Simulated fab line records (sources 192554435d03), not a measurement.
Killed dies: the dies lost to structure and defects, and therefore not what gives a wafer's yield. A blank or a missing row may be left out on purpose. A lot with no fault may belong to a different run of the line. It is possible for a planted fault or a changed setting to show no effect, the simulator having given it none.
fab line records | flow n5Finfet
record: lots: 7 | wafers: 19 | lastDay: 16
route steps=1938 shown STI_FIN_REVEAL@184 BEOL_M4@1111
lots with no fault: from the same line, run without faults
startH: hours from the record's first day to the start of the lot's first wafer shown | waitH: hours since the lot's step before | " same as the row above | L1.1+2: a row that stands for several wafers | - no value present, or no start provided | * or withheld: withheld | < > ~ a bound
route shown NAME@n: a module of which the file shows steps, and the number in the route of the first | usual: the fault-free wafers' mean and standard deviation | same: alike in all rows | chamber/n: place in a boat | sites: per-site readings | _std_site: their standard deviation | _edge_site: mean of outer sites minus mean of inner sites | radiusMm: how far each site lies from the wafer's centre | mask NAME#n: copy n | behind: the most recent tool/chamber to have shaped the wafer | hold: why the lot was held/for how many hours/how that ended | device: the transistor (n, p or np) that didn't switch | end of line: the same wafers' tests at the end of the route | a step given without rows: its recipe and nothing more | killed: dies lost to structure and defects at the first sort, not the wafer's yield | map: shows each die of a wafer: x if killed, . if not, _ if none is there
set.NAME: the setting the step ran with; set.NAME@STEP: the setting that earlier step ran with | model.NAME: the simulator's own value behind a step, which no gauge read
lots at selected steps of the route; one table per step, one row per wafer
services: the hour from which a tool's chamber was out of use, counted from the record's first day as startH (under 0 if before that day), plus the number of hours and why
== steps ==
step: N5_STI_FIN_REVEAL_ALD_14
recipe: material: Si3N4 | targetThkA: 30 | tempC: 400 | aldPrecursorFamily: SiH2I2 | aldCoReactant: N2/H2-plasma | pressureTorr: 2
usual: heaterPowerW: 902/110
lot.wafer | tool      | chamber | startH | waitH | heaterPowerW
L701.3    | aldSin-01 | 0       | 33.63  | 0.0   | 1120
L701.4    | "         | 3       | "      | "     | 843
L701.6    | "         | 0       | "      | "     | 1094
L703.1    | aldSin-04 | 0       | 46.50  | 0.0   | 1045
L703.5    | "         | 3       | "      | "     | 935
L703.6    | "         | 2       | "      | "     | 913
L710.1    | aldSin-04 | 3       | 88.87  | 0.0   | 952
L710.6    | "         | 0       | "      | "     | 1047
L711.2    | aldSin-01 | 1       | 97.44  | 0.0   | 845
L711.3    | "         | 3       | "      | "     | 853
L711.6    | "         | 0       | "      | "     | 1096
L712.2    | aldSin-02 | 3       | 102.77 | 0.0   | 837
L712.4    | "         | 0       | "      | "     | 880
L713.3    | aldSin-01 | 3       | 108.68 | 0.0   | 849
L713.5    | "         | 0       | "      | "     | 1079
L713.6    | "         | 1       | "      | "     | 846
L718.1    | aldSin-04 | 2       | 136.14 | 0.0   | 938
L718.3    | "         | 0       | "      | "     | 1048
L718.5    | "         | 1       | "      | "     | 804
step: N5_STI_FIN_REVEAL_FCVD_FILL_01
recipe: material: SiO2_flowable | targetThkA: 3120 | tempC: 100 | pressureTorr: 0.8 | rfW: 2000 | timeS: 512.2
step: N5_STI_FIN_REVEAL_DENSIFY_02
recipe: tempC: 650 | ambient: steam | timeS: 1800 | idleTempC: 400 | densificationPH2oTorr: 640
step: N5_STI_FIN_REVEAL_CMP_04
recipe: stopOn: Si3N4 | tOverpolishS: 4 | downForcePsi: 2 | platenRpm: 54.18 | postCmpClean: alkalineBrush | padVelocityMS: 1.078 | targetThkNm: 131.83
step: N5_STI_FIN_REVEAL_THK_MEAS_05
usual: thkNm: 131.8/1.7
lot.wafer | tool         | chamber | startH | waitH | thkNm
L701.3    | filmMetro-02 | -       | 38.97  | -     | 130.7
L701.4    | "            | -       | "      | "     | 131.9
L701.6    | "            | -       | "      | "     | 132.7
L703.1    | filmMetro-02 | -       | 52.56  | -     | 133.0
L703.5    | "            | -       | "      | "     | 132.6
L703.6    | "            | -       | "      | "     | 132.4
L710.1    | filmMetro-02 | -       | 94.20  | -     | 131.1
L710.6    | "            | -       | "      | "     | 130.5
L711.2    | filmMetro-02 | -       | 102.77 | -     | 130.6
L711.3    | "            | -       | "      | "     | 131.5
L711.6    | "            | -       | "      | "     | 132.5
L712.2    | filmMetro-01 | -       | 108.11 | -     | 133.5
L712.4    | "            | -       | "      | "     | 131.9
L713.3    | filmMetro-02 | -       | 114.02 | -     | 130.7
L713.5    | "            | -       | "      | "     | 136.3
L713.6    | "            | -       | "      | "     | 129.5
L718.1    | filmMetro-02 | -       | 141.47 | -     | 132.3
L718.3    | "            | -       | "      | "     | 129.2
L718.5    | "            | -       | "      | "     | 132.5
step: N5_STI_FIN_REVEAL_DENSIFY_30
recipe: tempC: * | timeS: * | ambient: N2 | idleTempC: 600 | rampUpCPerS: 150 | rampDownCPerS: 60 | coolToC: 600
usual: lampPowerPct: 11.54/0.052 | lamp_zone_1_pct: 11.528/0.015 | wafer_temp_C_max: *
lot.wafer | tool         | chamber | startH | waitH | lampPowerPct | lamp_zone_1_pct | wafer_temp_C_max
L701.3    | rtpAnneal-02 | 0       | 39.06  | 0.1   | 11.55        | 11.542          | *
L701.4    | "            | 0       | "      | "     | 11.49        | 11.558          | *
L701.6    | "            | 0       | "      | "     | 11.56        | 11.550          | *
L703.1    | rtpAnneal-01 | 0       | 52.73  | 0.2   | 11.46        | 11.545          | *
L703.5    | "            | 0       | "      | "     | 11.46        | 11.523          | *
L703.6    | "            | 0       | "      | "     | 11.43        | 11.536          | *
L710.1    | rtpAnneal-02 | 0       | 94.25  | 0.0   | 11.51        | 11.520          | *
L710.6    | "            | 0       | "      | "     | 11.54        | 11.533          | *
L711.2    | rtpAnneal-02 | 0       | 102.93 | 0.2   | 11.53        | 11.534          | *
L711.3    | "            | 0       | "      | "     | 11.52        | 11.521          | *
L711.6    | "            | 0       | "      | "     | 11.53        | 11.541          | *
L712.2    | rtpAnneal-02 | 0       | 108.17 | 0.1   | 11.56        | 11.543          | *
L712.4    | "            | 0       | "      | "     | 11.51        | 11.520          | *
L713.3    | rtpAnneal-02 | 0       | 114.10 | 0.1   | 11.55        | 11.522          | *
L713.5    | "            | 0       | "      | "     | 11.58        | 11.522          | *
L713.6    | "            | 0       | "      | "     | 11.61        | 11.511          | *
L718.1    | rtpAnneal-01 | 0       | 141.67 | 0.2   | 11.56        | 11.503          | *
L718.3    | "            | 0       | "      | "     | 11.55        | 11.534          | *
L718.5    | "            | 0       | "      | "     | 11.50        | 11.535          | *
step: N5_STI_FIN_REVEAL_ETCHBACK_08
recipe: chemistry: C4F6/O2 | target: SiO2 | targetDepthA: 305 | timeS: 10.167 | ionEnergyEv: 250 | pressureMtorr: 30 | sourceW: 345 | biasW: 185 | Ar_flow_sccm: 300 | C4F6_flow_sccm: 10 | O2_flow_sccm: 10
usual: biasW: 184.9/0.61 | drypumpMotorCurrentA: 5.6/0.37 | oesProductAu: 0.79/0.094 | rfVppV: 685/27 | showerheadPlenumPTorr: 2.86/0.095 | throttleValvePct: 21.20/0.2
lot.wafer | tool       | chamber | startH | waitH | biasW | drypumpMotorCurrentA | oesProductAu | rfHoursCounterH | rfVppV | showerheadPlenumPTorr | throttleValvePct
L701.3    | rieDiel-01 | 1       | 39.57  | 0.5   | 184.7 | 5.2                  | 0.80         | 101             | 656    | 2.86                  | 21.18
L701.4    | "          | 0       | "      | "     | 185.5 | 6.0                  | 0.70         | 246             | 720    | 2.80                  | 21.32
L701.6    | "          | 3       | "      | "     | 184.6 | 5.9                  | 0.75         | -               | 717    | 2.96                  | 21.19
L703.1    | rieDiel-01 | 1       | 52.98  | 0.2   | 185.2 | 5.2                  | 0.79         | 105             | 656    | 2.86                  | 21.18
L703.5    | "          | 3       | "      | "     | 184.9 | 5.9                  | 0.73         | -               | 716    | 2.95                  | 21.18
L703.6    | "          | 2       | "      | "     | 185.1 | 5.4                  | 0.93         | -               | 701    | 2.91                  | 21.03
L710.1    | rieDiel-04 | 0       | 94.51  | 0.2   | 184.4 | 6.0                  | 0.68         | 233             | 682    | 2.96                  | 21.37
L710.6    | "          | 3       | "      | "     | 184.2 | 5.1                  | 0.70         | -               | 653    | 2.92                  | 21.04
L711.2    | rieDiel-05 | 1       | 103.30 | 0.3   | 185.8 | 5.6                  | 0.82         | 47              | 665    | 2.79                  | 20.95
L711.3    | "          | 0       | "      | "     | 184.0 | 4.9                  | 0.72         | 173             | 648    | 2.70                  | 21.16
L711.6    | "          | 1       | "      | "     | 186.0 | 5.6                  | 0.83         | -               | 666    | 2.79                  | 20.96
L712.2    | rieDiel-05 | 3       | 108.35 | 0.2   | 183.3 | 5.0                  | 0.73         | 196             | 652    | 2.91                  | 21.06
L712.4    | "          | 1       | "      | "     | 184.2 | 5.6                  | 0.83         | 49              | 665    | 2.79                  | 20.96
L713.3    | rieDiel-01 | 3       | 114.53 | 0.4   | 184.1 | 5.9                  | 0.73         | 181             | 715    | 2.94                  | 21.22
L713.5    | "          | 2       | "      | "     | 184.7 | 5.4                  | 0.89         | -               | 703    | 2.90                  | 21.06
L713.6    | "          | 1       | "      | "     | 184.5 | 5.2                  | 0.77         | -               | 656    | 2.84                  | 21.21
L718.1    | rieDiel-04 | 3       | 142.08 | 0.4   | 185.3 | 5.1                  | 0.68         | 245             | 655    | 2.91                  | 21.08
L718.3    | "          | 1       | "      | "     | 184.2 | 5.6                  | 0.69         | 225             | 655    | 2.73                  | 21.36
L718.5    | "          | 1       | "      | "     | 185.3 | 5.6                  | 0.69         | -               | 656    | 2.73                  | 21.36
step: N5_STI_FIN_REVEAL_STRIP_24
recipe: chemistry: N2/H2 | timeS: 90 | powerW: 100 | tempC: 40 | pressureMtorr: 100 | rfFrequencyHz: 6e+07 | biasPowerW: 3 | n2FlowSccm: 300 | h2FlowSccm: 300
step: N5_STI_FIN_REVEAL_PRECLEAN_25
recipe: chemistry: SPM | timeS: 90 | tempC: 120 | mix: 4:1
step: N5_STI_FIN_REVEAL_PRECLEAN_26
recipe: chemistry: SC1 | timeS: 45 | tempC: 46 | mix: 1:2:100
step: N5_STI_FIN_REVEAL_PRECLEAN_29
recipe: chemistry: DHF | timeS: 30 | tempC: 25 | dilution: 300:1
step: N5_STI_FIN_REVEAL_SRD_12
recipe: timeS: 30 | tempC: 23 | rinseLiquid: diw | dry: ipaMarangoni
step: N5_STI_FIN_REVEAL_RECESS_09
recipe: chemistry: HF/NH3 | target: SiO2 | afsCycles: 11 | targetDepthA: 425 | tempC: 30 | sublimationTempC: 180 | sublimationTimeS: 60
usual: drypumpMotorCurrentA: 5.9/0.36
same: sublimationTimeS: 60
lot.wafer | tool         | chamber | startH | waitH | drypumpMotorCurrentA | model.etch.depthNm
L701.3    | vaporEtch-01 | 0       | 40.36  | 0.6   | 5.5                  | 43.08
L701.4    | "            | 1       | "      | "     | 6.3                  | 43.08
L701.6    | "            | 0       | "      | "     | 5.4                  | 43.08
L703.1    | vaporEtch-01 | 0       | 53.23  | 0.0   | 5.4                  | 42.08
L703.5    | "            | 1       | 54.29  | 1.1   | 6.3                  | 42.08
L703.6    | "            | 0       | "      | "     | 5.4                  | 42.08
L710.1    | vaporEtch-01 | 0       | 94.76  | 0.0   | 5.4                  | 42.47
L710.6    | "            | 1       | 95.82  | 1.1   | 6.3                  | 36.02
L711.2    | vaporEtch-01 | 0       | 103.55 | 0.0   | 5.5                  | 42.47
L711.3    | "            | 0       | "      | "     | 5.4                  | 42.47
L711.6    | "            | 1       | "      | "     | 6.3                  | 36.02
L712.2    | vaporEtch-01 | 0       | 108.60 | 0.0   | 5.5                  | 43.15
L712.4    | "            | 1       | "      | "     | 6.3                  | 36.6
L713.3    | vaporEtch-02 | 1       | 115.32 | 0.6   | 5.7                  | 42.84
L713.5    | "            | 0       | "      | "     | 6.2                  | 42.84
L713.6    | "            | 1       | "      | "     | 5.8                  | 42.84
L718.1    | vaporEtch-02 | 0       | 142.40 | 0.0   | 6.2                  | 42.08
L718.3    | "            | 1       | "      | "     | 5.7                  | 42.08
L718.5    | "            | 1       | "      | "     | 5.7                  | 42.08
step: N5_STI_FIN_REVEAL_STRIP_16
recipe: chemistry: H3PO4 | material: SiNx | tempC: 165 | targetDepthA: 238 | overetchFraction: 0.4964 | dry: ipaMarangoni
step: N5_STI_FIN_REVEAL_PRECLEAN_17
recipe: chemistry: NF3:NH3 | afsCycles: 1 | tempC: 30 | timeS: 20 | sublimationTempC: 180 | sublimationTimeS: 60 | pressureTorr: 3 | rfPowerW: 30
step: N5_STI_FIN_REVEAL_ETCH_34
recipe: chemistry: H2 | mode: isotropic | material: Si | target: Si | targetDepthA: 9.7 | tempC: 20 | pressureMtorr: 4.5 | icpW: 300 | biasW: 0 | h2FlowSccm: 7.5 | heFlowSccm: 142.5
step: N5_STI_FIN_REVEAL_OXIDATION_31
recipe: chemistry: O2_PLASMA_REMOTE | tempC: 150 | timeS: 20 | pressureMtorr: 1000 | sourcePowerW: 2000 | o2FlowSccm: 3000
usual: drypumpMotorCurrentA: 5.9/0.78 | heaterPowerW: 141/5.6
lot.wafer | tool           | chamber | startH | waitH | drypumpMotorCurrentA | heaterPowerW | rfHoursCounterH
L701.3    | plasmaAsher-02 | 1       | 42.02  | 0.1   | 4.8                  | 136          | -
L701.4    | "              | 0       | "      | "     | 6.7                  | 140          | -
L701.6    | "              | 0       | "      | "     | 6.7                  | 142          | -
L703.1    | plasmaAsher-01 | 1       | 55.41  | 0.0   | 6.6                  | 139          | 80
L703.5    | "              | 0       | "      | "     | 5.4                  | 147          | -
L703.6    | "              | 1       | "      | "     | 6.6                  | 138          | -
L710.1    | plasmaAsher-02 | 1       | 96.91  | 0.0   | 4.8                  | 136          | 43
L710.6    | "              | 0       | "      | "     | 6.7                  | 143          | -
L711.2    | plasmaAsher-02 | 1       | 105.70 | 0.0   | 4.8                  | 132          | 45
L711.3    | "              | 0       | "      | "     | 6.7                  | 143          | -
L711.6    | "              | 0       | "      | "     | 6.7                  | 146          | -
L712.2    | plasmaAsher-02 | 0       | 110.75 | 0.0   | 6.7                  | 147          | 46
L712.4    | "              | 1       | "      | "     | 4.8                  | 131          | -
L713.3    | plasmaAsher-01 | 0       | 116.98 | 0.1   | 5.4                  | 148          | -
L713.5    | "              | 0       | "      | "     | 5.4                  | 148          | -
L713.6    | "              | 1       | "      | "     | 6.6                  | 142          | -
L718.1    | plasmaAsher-01 | 1       | 144.55 | 0.0   | 6.6                  | 135          | 95
L718.3    | "              | 1       | "      | "     | 6.5                  | 138          | -
L718.5    | "              | 1       | "      | "     | 6.5                  | 142          | -
step: N5_STI_FIN_REVEAL_PRECLEAN_32
recipe: chemistry: NF3:NH3 | afsCycles: 1 | tempC: 30 | timeS: 20 | sublimationTempC: 180 | sublimationTimeS: 60 | pressureTorr: 3 | rfPowerW: 30
step: N5_STI_FIN_REVEAL_STRIP_35
recipe: chemistry: H3PO4 | material: Si3N4 | tempC: 165 | targetDepthA: 40 | timeS: 39
step: N5_STI_FIN_REVEAL_SRD_21
recipe: dry: ipaMarangoni | timeS: 30 | tempC: 23 | rinseLiquid: diw
step: N5_STI_FIN_REVEAL_OXIDATION_33
recipe: chemistry: O2_PLASMA_REMOTE | tempC: 150 | timeS: 20 | pressureMtorr: 1000 | sourcePowerW: 2000 | o2FlowSccm: 3000
usual: drypumpMotorCurrentA: 5.9/0.78 | heaterPowerW: 141/5.2
lot.wafer | tool           | chamber | startH | waitH | drypumpMotorCurrentA | heaterPowerW | rfHoursCounterH
L701.3    | plasmaAsher-01 | 1       | 42.38  | 0.0   | 6.5                  | 138          | -
L701.4    | "              | 0       | "      | "     | 5.4                  | 147          | -
L701.6    | "              | 1       | "      | "     | 6.6                  | 138          | -
L703.1    | plasmaAsher-02 | 1       | 55.76  | 0.0   | 4.8                  | 134          | 34
L703.5    | "              | 1       | "      | "     | 4.8                  | 134          | -
L703.6    | "              | 0       | "      | "     | 6.7                  | 141          | -
L710.1    | plasmaAsher-02 | 1       | 97.26  | 0.0   | 4.8                  | 137          | 43
L710.6    | "              | 1       | "      | "     | 4.8                  | 130          | -
L711.2    | plasmaAsher-02 | 0       | 106.05 | 0.0   | 6.7                  | 140          | 45
L711.3    | "              | 1       | "      | "     | 4.8                  | 132          | -
L711.6    | "              | 0       | "      | "     | 6.8                  | 145          | -
L712.2    | plasmaAsher-01 | 0       | 111.11 | 0.0   | 5.4                  | 150          | 89
L712.4    | "              | 1       | "      | "     | 6.5                  | 138          | -
L713.3    | plasmaAsher-01 | 1       | 117.33 | 0.0   | 6.5                  | 140          | -
L713.5    | "              | 1       | "      | "     | 6.5                  | 141          | -
L713.6    | "              | 0       | "      | "     | 5.4                  | 145          | -
L718.1    | plasmaAsher-01 | 1       | 144.91 | 0.0   | 6.6                  | 137          | 95
L718.3    | "              | 1       | "      | "     | 6.6                  | 142          | -
L718.5    | "              | 0       | "      | "     | 5.4                  | 146          | -
step: N5_STI_FIN_REVEAL_CLEAN_19
recipe: chemistry: O3/DIW | tempC: 25 | timeS: 120 | o3Ppm: 10
step: N5_STI_FIN_REVEAL_SRD_23
recipe: dry: ipaMarangoni | timeS: 30 | tempC: 23 | rinseLiquid: diw
step: N5_STI_FIN_REVEAL_CD_MEAS_22
recipe: targetCdNm: 6.238 | pitchNm: 28 | polarity: line
usual: cdNm: 6.17/0.3
lot.wafer | tool     | chamber | startH | waitH | cdNm
L701.3    | cdSem-03 | -       | 42.52  | 0.0   | 6.27
L701.4    | "        | -       | "      | "     | 6.14
L701.6    | "        | -       | "      | "     | 6.90
L703.1    | cdSem-03 | -       | 55.93  | 0.0   | 6.62
L703.5    | "        | -       | "      | "     | 6.37
L703.6    | "        | -       | "      | "     | 5.93
L710.1    | cdSem-02 | -       | 97.42  | 0.0   | 5.71
L710.6    | "        | -       | "      | "     | 6.29
L711.2    | cdSem-03 | -       | 106.22 | 0.0   | 5.90
L711.3    | "        | -       | "      | "     | 6.38
L711.6    | "        | -       | "      | "     | 5.71
L712.2    | cdSem-03 | -       | 111.28 | 0.0   | 6.59
L712.4    | "        | -       | "      | "     | 6.68
L713.3    | cdSem-03 | -       | 117.48 | 0.0   | 6.60
L713.5    | "        | -       | "      | "     | 5.90
L713.6    | "        | -       | "      | "     | 6.52
L718.1    | cdSem-01 | -       | 145.07 | 0.0   | 5.66
L718.3    | "        | -       | "      | "     | 6.41
L718.5    | "        | -       | "      | "     | 6.73
step: N5_STI_FIN_REVEAL_FIN_H_MEAS_10
usual: trenchDepthNm: 52.2/0.88
lot.wafer | tool   | chamber | startH | waitH | trenchDepthNm
L701.3    | ocd-02 | -       | 42.55  | 0.0   | 52.3
L701.4    | "      | -       | "      | "     | 52.8
L701.6    | "      | -       | "      | "     | 52.7
L703.1    | ocd-02 | -       | 55.96  | 0.0   | 51.7
L703.5    | "      | -       | "      | "     | 51.2
L703.6    | "      | -       | "      | "     | 52.6
L710.1    | ocd-02 | -       | 97.45  | 0.0   | 51.4
L710.6    | "      | -       | "      | "     | 45.1
L711.2    | ocd-02 | -       | 106.25 | 0.0   | 51.3
L711.3    | "      | -       | "      | "     | 52.6
L711.6    | "      | -       | "      | "     | 44.1
L712.2    | ocd-02 | -       | 111.31 | 0.0   | 53.8
L712.4    | "      | -       | "      | "     | 45.2
L713.3    | ocd-01 | -       | 117.51 | 0.0   | 52.2
L713.5    | "      | -       | "      | "     | 53.5
L713.6    | "      | -       | "      | "     | 51.9
L718.1    | ocd-02 | -       | 145.10 | 0.0   | 51.4
L718.3    | "      | -       | "      | "     | 51.2
L718.5    | "      | -       | "      | "     | 51.4
step: N5_STI_FIN_REVEAL_PRECLEAN_18
recipe: chemistry: SC2 | timeS: 45 | tempC: 35 | mix: 1:1:50
step: N5_BEOL_M4_RC_MEAS_101
usual: DIBL_N: 36.1/2 | DIBL_P: 36.3/2.4 | IOFF_N: 0.15/0.035 | IOFF_P: 0.21/0.039 | ION_N: 672/15 | ION_P: 463/9.7 | SS_N: 71.5/0.7 | SS_P: 73.2/0.75 | VT_N: 251/3.6 | VT_P: -250/3.8
lot.wafer | tool      | chamber | startH | waitH | DIBL_N[mV/V] | DIBL_P[mV/V] | IOFF_N[nA/um] | IOFF_P[nA/um] | ION_N[uA/um] | ION_P[uA/um] | SS_N[mV/dec] | SS_P[mV/dec] | VT_N[mV] | VT_P[mV]
L701.3    | prober-02 | 0       | 174.31 | 0.3   | 39.6         | 41.2         | 0.22          | 0.26          | 684          | 458          | 72.4         | 74.3         | 246      | -251
L701.4    | "         | 0       | "      | "     | 35.8         | 36.8         | 0.16          | 0.20          | 679          | 460          | 71.4         | 73.7         | 250      | -252
L701.6    | "         | 0       | "      | "     | 38.1         | 39.2         | 0.19          | 0.23          | 681          | 458          | 72.1         | 73.5         | 247      | -251
L703.1    | prober-02 | 0       | 191.87 | 0.0   | 35.9         | 38.5         | 0.14          | 0.18          | 668          | 455          | 71.6         | 73.0         | 250      | -256
L703.5    | "         | 0       | "      | "     | 34.9         | 37.1         | 0.12          | 0.16          | 656          | 446          | 70.9         | 73.8         | 254      | -259
L703.6    | "         | 0       | "      | "     | 34.2         | 35.8         | 0.11          | 0.14          | 664          | 453          | 71.4         | 73.5         | 254      | -258
L710.1    | prober-01 | 0       | 221.28 | 0.0   | 37.0         | 37.9         | 0.14          | 0.19          | 662          | 449          | 71.8         | 73.5         | 252      | -252
L710.6    | "         | 0       | "      | "     | 38.5         | 40.0         | 0.20          | 0.22          | 683          | 458          | 72.6         | 74.4         | 249      | -251
L711.2    | prober-02 | 0       | 239.99 | 0.2   | 37.9         | 37.6         | 0.18          | 0.25          | 661          | 452          | 72.7         | 73.6         | 249      | -248
L711.3    | "         | 0       | "      | "     | 34.5         | 34.4         | 0.14          | 0.20          | 670          | 468          | 71.2         | 72.3         | 249      | -249
L711.6    | "         | 0       | "      | "     | 34.5         | 34.2         | 0.14          | 0.19          | 656          | 449          | 71.5         | 72.7         | 252      | -251
L712.2    | prober-01 | 0       | 246.18 | 0.2   | 38.2         | 37.9         | 0.21          | 0.26          | 703          | 478          | 71.6         | 73.4         | 245      | -245
L712.4    | "         | 0       | "      | "     | 37.0         | 36.2         | 0.17          | 0.22          | 668          | 458          | 72.0         | 74.1         | 248      | -248
L713.3    | prober-01 | 0       | 252.73 | 0.3   | 37.6         | 38.2         | 0.20          | 0.26          | 683          | 467          | 71.0         | 74.0         | 246      | -246
L713.5    | "         | 0       | "      | "     | 35.7         | 35.8         | 0.15          | 0.22          | 678          | 473          | 70.3         | 73.6         | 251      | -250
L713.6    | "         | 0       | "      | "     | 34.6         | 34.8         | 0.14          | 0.20          | 672          | 464          | 69.9         | 73.4         | 250      | -248
L718.1    | prober-02 | 0       | 284.39 | 0.0   | 36.1         | 35.6         | 0.13          | 0.18          | 652          | 458          | 71.1         | 73.5         | 256      | -253
L718.3    | "         | 0       | "      | "     | 39.0         | 39.6         | 0.20          | 0.26          | 683          | 470          | 71.3         | 74.1         | 247      | -252
L718.5    | "         | 0       | "      | "     | 38.8         | 40.2         | 0.18          | 0.25          | 683          | 464          | 72.2         | 74.4         | 250      | -250
== services ==
tool           | chamber | startH | hours | kind
aldSin-01      | 3       | 13.12  | 10.7  | repair
aldSin-01      | 2       | 16.62  | 4.9   | repair
plasmaAsher-01 | -       | 23.97  | 1.7   | repair
plasmaAsher-02 | -       | 25.68  | 2.8   | pm
plasmaAsher-01 | -       | 32.61  | 1.2   | repair
rieDiel-04     | 1       | 40.26  | 9.4   | repair
rieDiel-01     | -       | 42.74  | 2.8   | pm
aldSin-02      | 2       | 43.84  | 3.8   | repair
aldSin-02      | -       | 46.94  | 2.8   | pm
aldSin-04      | -       | 51.51  | 0.8   | pm
rieDiel-01     | 0       | 53.24  | -     | clean
rieDiel-01     | 0       | 53.24  | -     | consumableReplace:focusRing
rieDiel-01     | 0       | 53.24  | 17.3  | scheduledDown
rieDiel-01     | 0       | 53.24  | 17.3  | ventCycle
plasmaAsher-01 | -       | 56.34  | 2.8   | pm
rieDiel-04     | -       | 64.98  | 1.1   | repair
vaporEtch-02   | 0       | 79.72  | 26.0  | repair
rieDiel-01     | 1       | 81.27  | 3.3   | repair
rieDiel-04     | -       | 81.92  | 2.8   | pm
aldSin-02      | -       | 87.31  | 14.0  | pm
aldSin-02      | 0       | 87.31  | 14.0  | ventCycle
aldSin-02      | 1       | 87.31  | 14.0  | ventCycle
aldSin-02      | 2       | 87.31  | 14.0  | ventCycle
aldSin-02      | 3       | 87.31  | 14.0  | ventCycle
== key ==
firstSign: step: N5_STI_FIN_REVEAL_FIN_H_MEAS_10 | reading: trenchDepthNm | direction: down | sigmas: 8.5 | usual: 52.2 | struck: 44.8
effect none on later readings
modelEffect: step: N5_STI_FIN_REVEAL_RECESS_09 | value: etch.depthNm | without: 42.7 | struck: 36.21
metAt N5_STI_FIN_REVEAL_RECESS_09
struckWafers L710.6,L711.6,L712.4
onsetBetween 53.23 94.76
fault: kind: processParameterDrift | tool: vaporEtch-01 | chamber: - | onsetH: 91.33 | steps: N5_STI_FIN_REVEAL_RECESS_09 | channel: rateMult | offset: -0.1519 | shape: step | endH: 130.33 | scope: struckWafersOnly
